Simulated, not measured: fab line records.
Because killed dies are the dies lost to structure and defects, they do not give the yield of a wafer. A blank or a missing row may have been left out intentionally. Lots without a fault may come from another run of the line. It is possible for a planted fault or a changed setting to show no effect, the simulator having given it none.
fab line records	flow n5Finfet
[record] lots = 7	wafers = 21
route steps=1938 shown PMOS_HMC_CHANNEL_EPI@63 FIN_SAQP@125 STI_FIN_REVEAL@190 SD_EPI_N@263 SD_EPI_P@295
startH: the number of hours between the record's first day and the start of the first shown wafer of the lot	waitH: hours from the lot's prior step to this one	" the same as in the row above	L1.1+2: several wafers, shown together as one row	- either no value or no given start	* or withheld: withheld	< > ~ a bound
route shown NAME@n: a module of which the file shows steps, and the number in the route of the first	usual: the fault-free wafers' mean and standard deviation	same: alike in all rows	chamber/n: place in a boat	sites: readings site by site	_std_site: how widely they spread, as a standard deviation	_edge_site: inner sites' mean taken away from outer sites' mean	radiusMm: how far each site lies from the wafer's centre	mask NAME#n: copy n	behind: the tool/chamber that last shaped the wafer	hold: reason for holding the lot/hours on hold/outcome of the hold	device: which transistor (n, p or np) failed to switch	end of line: tests of these same wafers at the route's end	a step given without rows: its recipe and nothing more	killed: not the wafer's yield, but the dies lost to structure and defects at the first sort	map: shows each die of a wafer: x if killed, . if not, _ if none is there
set.NAME: the run value of the setting; set.NAME@STEP: its run value at that earlier step	model.NAME: the simulator's own value behind a step, which no gauge read
lots run with intentionally changed settings; tables by step, rows by wafer
[[steps]]
[step N5_PMOS_HMC_CHANNEL_EPI_PEB_07]
[recipe] pebTempC = 110	pebTimeS = 60	resist = CAR-ArF-block
lot.wafer	tool	chamber	startH	waitH	set.pebTempC
L076.1	lithoTrack-05	0	29.86	0.1	110
L076.4+6	"	0	"	"	107.6
L081.1+2	lithoTrack-02	0	60.22	0.1	108.7
L081.3	"	0	"	"	110
L083.1	lithoTrack-02	0	71.04	0.1	111.7
L083.4+5	"	0	"	"	110
L088.1	lithoTrack-02	0	101.81	0.1	110
L088.2+3	"	0	"	"	106.6
L089.3+4+6	lithoTrack-02	0	107.04	0.0	110
L096.1+4+6	lithoTrack-05	0	149.82	0.1	110
L097.3+4+6	lithoTrack-02	0	154.88	0.0	110
[step N5_PMOS_HMC_CHANNEL_EPI_DEVELOP_08]
[recipe] developTimeS = 30	developer = TMAH	resist = CAR-ArF-block	devTempC = 23	rinseLiquid = diw	dry = airSpin
lot.wafer	tool	chamber	startH	waitH	set.developTimeS
L076.1+4+6	lithoTrack-05	0	-	-	30
L081.1+2	lithoTrack-02	0	-	-	23.69
L081.3	"	0	"	"	30
L083.1+4+5	lithoTrack-02	0	-	-	30
L088.1+2+3	lithoTrack-02	0	-	-	31.84
L089.3+6	lithoTrack-02	0	-	-	31.85
L089.4	"	0	"	"	30
L096.1+4+6	lithoTrack-05	0	-	-	30
L097.3+6	lithoTrack-02	0	-	-	30
L097.4	"	0	"	"	32.9
[step N5_PMOS_HMC_CHANNEL_EPI_CD_MEAS_09]
[recipe] targetCdNm = 237.4	landingEnergyEv = 500	detector = seInlens
[usual] cdNm = 237.4/1.1
lot.wafer	tool	chamber	startH	waitH	set.pebTempC@PMOS_HMC_CHANNEL_EPI_PEB_07	cdNm
L076.1	cdSem-03	0	29.92	-	110	237.3
L076.4	"	0	"	"	107.6	229.3
L076.6	"	0	"	"	107.6	229.0
L081.1	cdSem-01	0	60.28	-	108.7	230.9
L081.2	"	0	"	"	108.7	230.6
L081.3	"	0	"	"	110	237.0
L083.1	cdSem-03	0	71.11	-	111.7	243.6
L083.4	"	0	"	"	110	238.7
L083.5	"	0	"	"	110	238.8
L088.1	cdSem-03	0	101.88	-	110	237.8
L088.2	"	0	"	"	106.6	225.8
L088.3	"	0	"	"	106.6	226.6
L089.3	cdSem-03	0	107.10	-	110	236.3
L089.4	"	0	"	"	110	234.9
L089.6	"	0	"	"	110	236.5
L096.1	cdSem-03	0	149.88	-	110	239.3
L096.4	"	0	"	"	110	238.5
L096.6	"	0	"	"	110	239.5
L097.3	cdSem-02	0	154.95	-	110	237.2
L097.4	"	0	"	"	110	235.9
L097.6	"	0	"	"	110	237.1
[step N5_PMOS_HMC_CHANNEL_EPI_DESCUM_14]
[recipe] chemistry = O2	timeS = 7.9	sourcePowerW = 50	biasPowerW = 20	pressureMtorr = 20	rfFrequencyHz = 2.712e+07	tempC = 40	resist = CAR-ArF-block	o2FlowSccm = 225
lot.wafer	tool	chamber	startH	waitH	set.pebTempC@PMOS_HMC_CHANNEL_EPI_PEB_07	model.PMOS_HMC_CHANNEL_EPI.cdNm
L076.1	rieDiel-03	3	30.21	0.2	110	237.3
L076.4	"	2	"	"	107.6	229.5
L076.6	"	0	"	"	107.6	229.6
L081.1	rieDiel-04	2	60.37	0.0	108.7	231.1
L081.2	"	3	"	"	108.7	230.4
L081.3	"	0	"	"	110	237.4
L083.1	rieDiel-05	2	71.48	0.3	111.7	243.4
L083.4	"	3	"	"	110	238.5
L083.5	"	3	"	"	110	239.2
L088.1	rieDiel-04	1	101.96	0.0	110	237.8
L088.2	"	0	"	"	106.6	225.8
L088.3	"	2	"	"	106.6	226.4
L089.3	rieDiel-03	3	107.19	0.0	110	236.4
L089.4	"	2	"	"	110	235.1
L089.6	"	0	"	"	110	236.5
L096.1	rieDiel-05	0	149.98	0.0	110	238.9
L096.4	"	3	"	"	110	238.5
L096.6	"	0	"	"	110	239.2
L097.3	rieDiel-05	2	155.03	0.0	110	236.8
L097.4	"	1	"	"	110	236.1
L097.6	"	0	"	"	110	236.9
[step N5_FIN_SAQP_SPACER1_ALD_24]
[recipe] material = SiO2	targetThkA = 203	tempC = 300	aldPrecursorFamily = BDEAS	aldCoReactant = O2-plasma	pulseTimeS = 1	purgeTimeS = 2	coReactantPurgeTimeS = 2	aldCycles = 218	pressureTorr = 2
lot.wafer	tool	chamber	startH	waitH	set.aldCycles	model.SiO2_of_FIN_SAQP_SPACER1_ALD_24.thkNm
L076.1+6	aldSin-01	0,2	35.99	0.3	248	23.2
L076.4	"	1	"	"	218	20.4
L081.1	aldSin-04	0	65.77	0.3	218	20.2
L081.2+3	"	1,3	"	"	218	20.4
L083.1+5	aldSin-03	2,1	77.29	0.6	183	17
L083.4	"	1	"	"	218	20.2
L088.1	aldSin-01	3	107.11	0.3	218	20.2
L088.2	"	1	"	"	241	22.6
L088.3	"	0	"	"	241	22.4
L089.3	aldSin-01	2	114.02	1.7	218	20.2
L089.4	"	0	"	"	218	20.4
L089.6	"	0	"	"	206	19.2
L096.1+6	aldSin-03	3,1	155.63	0.3	218	20.4
L096.4	"	1	"	"	218	20.2
L097.3	aldSin-01	0	160.44	0.1	218	20.4
L097.4+6	"	3,2	"	"	218	20.2
[step N5_FIN_SAQP_SPACER1_ETCHBACK_25]
[recipe] chemistry = CHF3/O2	mode = anisotropicEtchback	target = SiO2	targetDepthA = 244	timeS = 12.2	pressureMtorr = 30	sourceW = 650	biasW = 170	Ar_flow_sccm = 200	CHF3_flow_sccm = 50	O2_flow_sccm = 5	ionEnergyEv = 200
[step N5_FIN_SAQP_MANDREL1_REMOVE_56]
[recipe] chemistry = HBr/Cl2/O2	btTimeS = 10	target = a-Si	stopOn = SiNx	endpoint = OES-SiCl	overEtchFrac = 1	icpW = 600	biasW = 22	HBr_flow_sccm = 150	Cl2_flow_sccm = 80	O2_flow_sccm = 5	pressureMtorr = 10
lot.wafer	tool	chamber	startH	waitH	set.aldCycles@FIN_SAQP_SPACER1_ALD_24	model.FIN_SAQP.cdNm
L076.1	rieSi-01	3	36.79	0.1	248	23.2
L076.4	"	0	"	"	218	20.2
L076.6	"	0	"	"	248	23
L081.1	rieSi-05	2	66.62	0.1	218	20.2
L081.2+3	"	0,3	"	"	218	20.4
L083.1+5	rieSi-01	0,1	78.15	0.1	183	17
L083.4	"	3	"	"	218	20.2
L088.1	rieSi-04	2	108.00	0.1	218	20.2
L088.2	"	3	"	"	241	22.6
L088.3	"	0	"	"	241	22.4
L089.3+4	rieSi-01	1,0	114.83	0.1	218	20.2
L089.6	"	3	"	"	206	19.2
L096.1+6	rieSi-04	3	156.43	0.1	218	20.4
L096.4	"	0	"	"	218	20.2
L097.3+4+6	rieSi-01	0,1,2	161.27	0.1	218	20.2
[step N5_FIN_SAQP_CD_MEAS_27]
[recipe] targetCdNm = 20	landingEnergyEv = 1000	detector = seInlens	polarity = line
[usual] cdNm = 20.25/0.25
lot.wafer	tool	chamber	startH	waitH	set.aldCycles@FIN_SAQP_SPACER1_ALD_24	cdNm
L076.1	cdSem-03	0	36.90	0.1	248	23.03
L076.4	"	0	"	"	218	19.89
L076.6	"	0	"	"	248	23.18
L081.1	cdSem-01	0	66.73	0.1	218	20.28
L081.2	"	0	"	"	218	20.46
L081.3	"	0	"	"	218	20.55
L083.1	cdSem-03	0	78.26	0.1	183	16.97
L083.4	"	0	"	"	218	20.16
L083.5	"	0	"	"	183	17.04
L088.1	cdSem-03	0	108.11	0.1	218	20.48
L088.2	"	0	"	"	241	22.39
L088.3	"	0	"	"	241	22.46
L089.3	cdSem-02	0	114.94	0.1	218	19.99
L089.4	"	0	"	"	218	19.93
L089.6	"	0	"	"	206	19.18
L096.1	cdSem-03	0	156.54	0.1	218	20.57
L096.4	"	0	"	"	218	19.73
L096.6	"	0	"	"	218	20.22
L097.3	cdSem-02	0	161.39	0.1	218	20.15
L097.4	"	0	"	"	218	19.96
L097.6	"	0	"	"	218	20.23
[step N5_STI_FIN_REVEAL_ETCHBACK_08]
[recipe] chemistry = C4F6/O2	target = SiO2	targetDepthA = 305	timeS = 10.167	ionEnergyEv = 250	pressureMtorr = 30	sourceW = 345	biasW = 185	Ar_flow_sccm = 300	C4F6_flow_sccm = 10	O2_flow_sccm = 10
lot.wafer	tool	chamber	startH	waitH	set.timeS
L076.1+4+6	rieDiel-06	0,2,3	47.14	0.2	10.167
L081.1+2+3	rieDiel-06	0,1,3	77.01	0.3	10.167
L083.1+4	rieDiel-02	3,0	90.00	0.4	8.017
L083.5	"	3	"	"	10.167
L088.1+2	rieDiel-01	1,0	119.76	0.2	10.167
L088.3	"	3	"	"	12.24
L089.3+6	rieDiel-02	0,2	124.36	0.1	12.22
L089.4	"	2	"	"	10.167
L096.1+4+6	rieDiel-02	2,0,2	166.00	0.2	10.167
L097.3+4+6	rieDiel-01	0,2,1	170.97	0.2	10.167
[step N5_STI_FIN_REVEAL_OXIDATION_31]
[recipe] chemistry = O2_PLASMA_REMOTE	tempC = 150	timeS = 20	pressureMtorr = 1000	sourcePowerW = 2000	o2FlowSccm = 3000
lot.wafer	tool	chamber	startH	waitH	set.timeS
L076.1+4	plasmaAsher-01	0,1	49.56	0.0	21.62
L076.6	"	0	"	"	20
L081.1+2+3	plasmaAsher-02	1,0,1	79.65	0.0	20
L083.1+4+5	plasmaAsher-02	1,1,0	93.00	0.4	20
L088.1+3	plasmaAsher-02	1	122.25	0.0	17.66
L088.2	"	0	"	"	20
L089.3+4+6	plasmaAsher-02	1,0,1	126.80	0.1	22
L096.1+4+6	plasmaAsher-01	1,0,1	168.40	0.0	20
L097.3	plasmaAsher-01	1	173.39	0.1	20
L097.4+6	"	0,1	"	"	24
[step N5_STI_FIN_REVEAL_PRECLEAN_32]
[recipe] chemistry = NF3:NH3	afsCycles = 1	tempC = 30	timeS = 20	sublimationTempC = 180	sublimationTimeS = 60	pressureTorr = 3	rfPowerW = 30
[step N5_STI_FIN_REVEAL_STRIP_35]
[recipe] chemistry = H3PO4	material = Si3N4	tempC = 165	targetDepthA = 40	timeS = 39
[step N5_STI_FIN_REVEAL_SRD_23]
[recipe] dry = ipaMarangoni	timeS = 30	tempC = 23	rinseLiquid = diw
[step N5_STI_FIN_REVEAL_FIN_H_MEAS_10]
[usual] trenchDepthNm = 52.0/0.81
lot.wafer	tool	chamber	startH	waitH	set.timeS@STI_FIN_REVEAL_ETCHBACK_08	trenchDepthNm
L076.1	ocd-01	-	50.11	0.0	10.167	52.4
L076.4	"	-	"	"	10.167	52.1
L076.6	"	-	"	"	10.167	52.0
L081.1	ocd-01	-	80.28	0.0	10.167	53.2
L081.2	"	-	"	"	10.167	53.5
L081.3	"	-	"	"	10.167	54.0
L083.1	ocd-02	-	93.89	0.0	8.017	44.9
L083.4	"	-	"	"	8.017	45.6
L083.5	"	-	"	"	10.167	51.4
L088.1	ocd-01	-	122.80	0.0	10.167	51.1
L088.2	"	-	"	"	10.167	51.1
L088.3	"	-	"	"	12.24	56.9
L089.3	ocd-01	-	127.33	0.0	12.22	60.2
L089.4	"	-	"	"	10.167	53.2
L089.6	"	-	"	"	12.22	59.8
L096.1	ocd-01	-	168.95	0.0	10.167	52.4
L096.4	"	-	"	"	10.167	52.9
L096.6	"	-	"	"	10.167	52.8
L097.3	ocd-02	-	173.94	0.0	10.167	51.6
L097.4	"	-	"	"	10.167	51.7
L097.6	"	-	"	"	10.167	51.6
[step N5_SD_EPI_N_COAT_33]
[recipe] resist = SiARC	tempC = 220	timeS = 60	spinRpm = 1500	resistThkNm = 35
lot.wafer	tool	chamber	startH	waitH	set.spinRpm	model.SiARC_of_SD_EPI_N_COAT_33.thkNm
L076.1+6	lithoTrack-05	0	-	-	1500	35.2
L076.4	"	0	"	"	1500	35
L081.1	lithoTrack-03	0	-	-	1348	36.8
L081.2+3	"	0	"	"	1500	35
L083.1+5	lithoTrack-03	0	-	-	1500	35.2
L083.4	"	0	"	"	1658	33.6
L088.1	lithoTrack-03	0	-	-	1500	34.8
L088.2+3	"	0	"	"	1500	35
L089.3	lithoTrack-03	0	-	-	1455	35.4
L089.4	"	0	"	"	1455	35.6
L089.6	"	0	"	"	1500	35
L096.1+4+6	lithoTrack-03	0	-	-	1500	35
L097.3	lithoTrack-01	0	-	-	1500	35
L097.4	"	0	"	"	1500	34.8
L097.6	"	0	"	"	1566	34.2
[step N5_SD_EPI_N_PEB_07]
[recipe] pebTempC = 110	pebTimeS = 60	resist = CAR-ArF-block
lot.wafer	tool	chamber	startH	waitH	set.pebTimeS
L076.1+4+6	lithoTrack-05	0	61.00	0.1	60
L081.1+3	lithoTrack-05	0	92.14	0.1	68.46
L081.2	"	0	"	"	60
L083.1	lithoTrack-03	0	104.67	0.1	60
L083.4+5	"	0	"	"	71.35
L088.1+2+3	lithoTrack-03	0	134.12	0.1	60
L089.3+6	lithoTrack-03	0	140.13	0.0	51.44
L089.4	"	0	"	"	60
L096.1+4+6	lithoTrack-01	0	181.12	0.1	60
L097.3+4	lithoTrack-03	0	184.92	0.0	60
L097.6	"	0	"	"	51.21
[step N5_SD_EPI_N_DEVELOP_08]
[recipe] developTimeS = 30	developer = TMAH	resist = CAR-ArF-block	devTempC = 23	rinseLiquid = diw	dry = airSpin
[step N5_SD_EPI_N_CD_MEAS_09]
[recipe] targetCdNm = 120	landingEnergyEv = 500	detector = seInlens
[usual] cdNm = 120.1/0.62
lot.wafer	tool	chamber	startH	waitH	set.pebTimeS@SD_EPI_N_PEB_07	cdNm
L076.1	cdSem-03	0	61.07	-	60	120.5
L076.4	"	0	"	"	60	119.6
L076.6	"	0	"	"	60	119.9
L081.1	cdSem-02	0	92.21	-	68.46	124.1
L081.2	"	0	"	"	60	120.0
L081.3	"	0	"	"	68.46	124.4
L083.1	cdSem-03	0	104.74	-	60	121.4
L083.4	"	0	"	"	71.35	125.6
L083.5	"	0	"	"	71.35	127.0
L088.1	cdSem-01	0	134.19	-	60	120.6
L088.2	"	0	"	"	60	120.5
L088.3	"	0	"	"	60	119.4
L089.3	cdSem-01	0	140.20	-	51.44	114.7
L089.4	"	0	"	"	60	120.4
L089.6	"	0	"	"	51.44	115.1
L096.1	cdSem-01	0	181.19	-	60	119.9
L096.4	"	0	"	"	60	120.3
L096.6	"	0	"	"	60	120.2
L097.3	cdSem-01	0	184.99	-	60	119.8
L097.4	"	0	"	"	60	118.9
L097.6	"	0	"	"	51.21	113.9
[step N5_SD_EPI_N_DESCUM_14]
[recipe] chemistry = O2	timeS = 7.9	sourcePowerW = 50	biasPowerW = 20	pressureMtorr = 20	rfFrequencyHz = 2.712e+07	tempC = 40	resist = CAR-ArF-block	o2FlowSccm = 225
lot.wafer	tool	chamber	startH	waitH	set.pebTimeS@SD_EPI_N_PEB_07	model.SD_EPI_N.cdNm
L076.1	rieDiel-06	0	61.15	0.0	60	120.4
L076.4	"	1	"	"	60	119.8
L076.6	"	2	"	"	60	120
L081.1	rieDiel-02	1	92.30	0.0	68.46	123.8
L081.2	"	0	"	"	60	119.8
L081.3	"	2	"	"	68.46	124.6
L083.1	rieDiel-06	1	104.83	0.0	60	121.2
L083.4	"	2	"	"	71.35	126
L083.5	"	2	"	"	71.35	126.8
L088.1+2	rieDiel-06	3,2	134.28	0.0	60	120.4
L088.3	"	0	"	"	60	119.2
L089.3	rieDiel-01	1	140.29	0.0	51.44	115
L089.4	"	0	"	"	60	119.6
L089.6	"	2	"	"	51.44	115.2
L096.1	rieDiel-01	3	181.28	0.0	60	120
L096.4	"	2	"	"	60	120.6
L096.6	"	0	"	"	60	119.8
L097.3	rieDiel-06	1	185.07	0.0	60	120
L097.4	"	2	"	"	60	119.2
L097.6	"	1	"	"	51.21	114
[step N5_SD_EPI_N_ETCH_34]
[recipe] chemistry = CF4	target = SiARC	targetDepthA = 455	maskMaterial = CAR-ArF-block	timeS = 75.8	ionEnergyEv = 80	pressureMtorr = 40	sourceW = 545	biasW = 36	Ar_flow_sccm = 100	cf4FlowSccm = 100	ends = cleared
[usual] etchRfOnTimeS = 74.4/1.9
lot.wafer	tool	chamber	startH	waitH	set.spinRpm@SD_EPI_N_COAT_33	etchRfOnTimeS	model.CAR-ArF-block_of_SD_EPI_N_COAT_03.thkNm	model.etch.depthNm
L076.1	rieDiel-06	0	61.19	0.0	1500	72.3	111	35.15
L076.4	"	1	"	"	1500	74.4	111	35.05
L076.6	"	2	"	"	1500	73.6	110.6	35.12
L081.1	rieDiel-02	1	92.33	0.0	1348	79.5	109.8	36.89
L081.2	"	0	"	"	1500	73.3	111.4	35.02
L081.3	"	2	"	"	1500	75.4	110.8	35.03
L083.1	rieDiel-06	1	104.86	0.0	1500	74.4	111	35.17
L083.4	"	2	"	"	1658	70.3	112.4	33.51
L083.5	"	2	"	"	1500	74.6	110.6	35.22
L088.1	rieDiel-06	3	134.32	0.0	1500	71.6	110.8	34.83
L088.2	"	2	"	"	1500	74.0	110.8	34.96
L088.3	"	0	"	"	1500	71.9	110.6	34.92
L089.3	rieDiel-01	1	140.32	0.0	1455	76.6	110.4	35.47
L089.4	"	0	"	"	1455	77.5	110	35.57
L089.6	"	2	"	"	1500	74.8	110.6	34.94
L096.1	rieDiel-01	3	181.31	0.0	1500	76.3	111.8	34.96
L096.4	"	2	"	"	1500	76.2	111.2	35
L096.6	"	0	"	"	1500	77.1	111.6	34.99
L097.3	rieDiel-06	1	185.11	0.0	1500	71.7	111.2	34.95
L097.4	"	2	"	"	1500	74.3	111	34.89
L097.6	"	1	"	"	1566	69.9	111.4	34.21
[step N5_SD_EPI_N_ETCH_35]
[recipe] chemistry = N2/H2	target = SOC	overetchA = 1080	maskMaterial = SiARC	tempC = 40	ionEnergyEv = 100	sourceW = 3000	biasW = 133	pressureMtorr = 20	timeS = 486	n2FlowSccm = 200	h2FlowSccm = 200
lot.wafer	tool	chamber	startH	waitH	set.spinRpm@SD_EPI_N_COAT_33	set.pebTimeS@SD_EPI_N_PEB_07	model.SD_EPI_N.cdNm	model.SiARC_of_SD_EPI_N_COAT_33.thkNm
L076.1	rieDiel-06	0	61.25	0.0	1500	60	121.6	19.2
L076.4	"	1	"	"	1500	60	119.6	19.4
L076.6	"	2	"	"	1500	60	120.2	19.8
L081.1	rieDiel-02	1	92.39	0.0	1348	68.46	125.4	21.6
L081.2	"	0	"	"	1500	60	120	19.2
L081.3	"	2	"	"	1500	68.46	124.4	19.4
L083.1	rieDiel-06	1	104.92	0.0	1500	60	121.4	19.8
L083.4	"	2	"	"	1658	71.35	126.6	18.2
L083.5	"	2	"	"	1500	71.35	127	20
L088.1	rieDiel-06	3	134.37	0.0	1500	60	122.4	18.6
L088.2	"	2	"	"	1500	60	120.6	19.4
L088.3	"	0	"	"	1500	60	120.4	18.8
L089.3	rieDiel-01	1	140.38	0.0	1455	51.44	115.8	20.2
L089.4	"	0	"	"	1455	60	120	20.6
L089.6	"	2	"	"	1500	51.44	116	19.8
L096.1	rieDiel-01	3	181.37	0.0	1500	60	119.8	19.8
L096.4	"	2	"	"	1500	60	122.4	19.8
L096.6	"	0	"	"	1500	60	120.2	20.4
L097.3	rieDiel-06	1	185.16	0.0	1500	60	119.4	18.8
L097.4	"	2	"	"	1500	60	120	19.6
L097.6	"	1	"	"	1566	51.21	113.4	18
[step N5_SD_EPI_P_COAT_34]
[recipe] resist = SOC	tempC = 250	timeS = 60	spinRpm = 1500	resistThkNm = 350
lot.wafer	tool	chamber	startH	waitH	set.spinRpm	model.SOC_of_SD_EPI_P_COAT_34.thkNm
L076.1	lithoTrack-05	0	65.32	0.0	1500	352
L076.4	"	0	"	"	1628	337
L076.6	"	0	"	"	1500	352.6
L081.1	lithoTrack-05	0	96.81	0.0	1431	359.6
L081.2	"	0	"	"	1431	359
L081.3	"	0	"	"	1500	351.8
L083.1	lithoTrack-04	0	109.63	0.0	1500	350.8
L083.4	"	0	"	"	1500	349.8
L083.5	"	0	"	"	1442	357.6
L088.1	lithoTrack-02	0	138.26	0.0	1639	333.8
L088.2	"	0	"	"	1639	333.6
L088.3	"	0	"	"	1639	335
L089.3	lithoTrack-04	0	144.58	0.0	1500	352
L089.4	"	0	"	"	1366	369
L089.6	"	0	"	"	1366	367.4
L096.1+4	lithoTrack-02	0	185.61	0.0	1500	349
L096.6	"	0	"	"	1500	349.4
L097.3	lithoTrack-02	0	190.00	0.0	1500	349.6
L097.4+6	"	0	"	"	1500	349.8
[[key]]
[split] step = N5_PMOS_HMC_CHANNEL_EPI_PEB_07	setting = pebTempC	stated = 110	by = wafer
[response] step = N5_PMOS_HMC_CHANNEL_EPI_CD_MEAS_09	reading = cdNm	change = +3.77	per = 1%	r = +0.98
[response] step = N5_PMOS_HMC_CHANNEL_EPI_DESCUM_14	reading = model.PMOS_HMC_CHANNEL_EPI.cdNm	change = +3.76	per = 1%	r = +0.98
[split] step = N5_PMOS_HMC_CHANNEL_EPI_DEVELOP_08	setting = developTimeS	stated = 30	by = wafer
response none clear
[split] step = N5_FIN_SAQP_SPACER1_ALD_24	setting = aldCycles	stated = 218	by = wafer
[response] step = N5_FIN_SAQP_SPACER1_ALD_24	reading = model.SiO2_of_FIN_SAQP_SPACER1_ALD_24.thkNm	change = +0.204	per = 1%	r = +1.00
[response] step = N5_FIN_SAQP_MANDREL1_REMOVE_56	reading = model.FIN_SAQP.cdNm	change = +0.206	per = 1%	r = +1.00
[response] step = N5_FIN_SAQP_CD_MEAS_27	reading = cdNm	change = +0.203	per = 1%	r = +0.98
[split] step = N5_STI_FIN_REVEAL_ETCHBACK_08	setting = timeS	stated = 10.167	by = wafer
[response] step = N5_STI_FIN_REVEAL_FIN_H_MEAS_10	reading = trenchDepthNm	change = +0.303	per = 1%	r = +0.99
[split] step = N5_STI_FIN_REVEAL_OXIDATION_31	setting = timeS	stated = 20	by = wafer
response none clear
[split] step = N5_SD_EPI_N_COAT_33	setting = spinRpm	stated = 1500	by = wafer
[response] step = N5_SD_EPI_N_COAT_33	reading = model.SiARC_of_SD_EPI_N_COAT_33.thkNm	change = -0.164	per = 1%	r = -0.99
[response] step = N5_SD_EPI_N_ETCH_34	reading = etchRfOnTimeS	change = *	per = 1%	r = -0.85
[response] step = N5_SD_EPI_N_ETCH_34	reading = model.CAR-ArF-block_of_SD_EPI_N_COAT_03.thkNm	change = +0.134	per = 1%	r = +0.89
[response] step = N5_SD_EPI_N_ETCH_34	reading = model.etch.depthNm	change = -0.172	per = 1%	r = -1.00
[response] step = N5_SD_EPI_N_ETCH_35	reading = model.SiARC_of_SD_EPI_N_COAT_33.thkNm	change = -0.2	per = 1%	r = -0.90
[split] step = N5_SD_EPI_N_PEB_07	setting = pebTimeS	stated = 60	by = wafer
[response] step = N5_SD_EPI_N_CD_MEAS_09	reading = cdNm	change = +0.321	per = 1%	r = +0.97
[response] step = N5_SD_EPI_N_DESCUM_14	reading = model.SD_EPI_N.cdNm	change = +0.315	per = 1%	r = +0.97
[response] step = N5_SD_EPI_N_ETCH_35	reading = model.SD_EPI_N.cdNm	change = +0.33	per = 1%	r = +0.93
[split] step = N5_SD_EPI_P_COAT_34	setting = spinRpm	stated = 1500	by = wafer
[response] step = N5_SD_EPI_P_COAT_34	reading = model.SOC_of_SD_EPI_P_COAT_34.thkNm	change = -1.79	per = 1%	r = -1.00
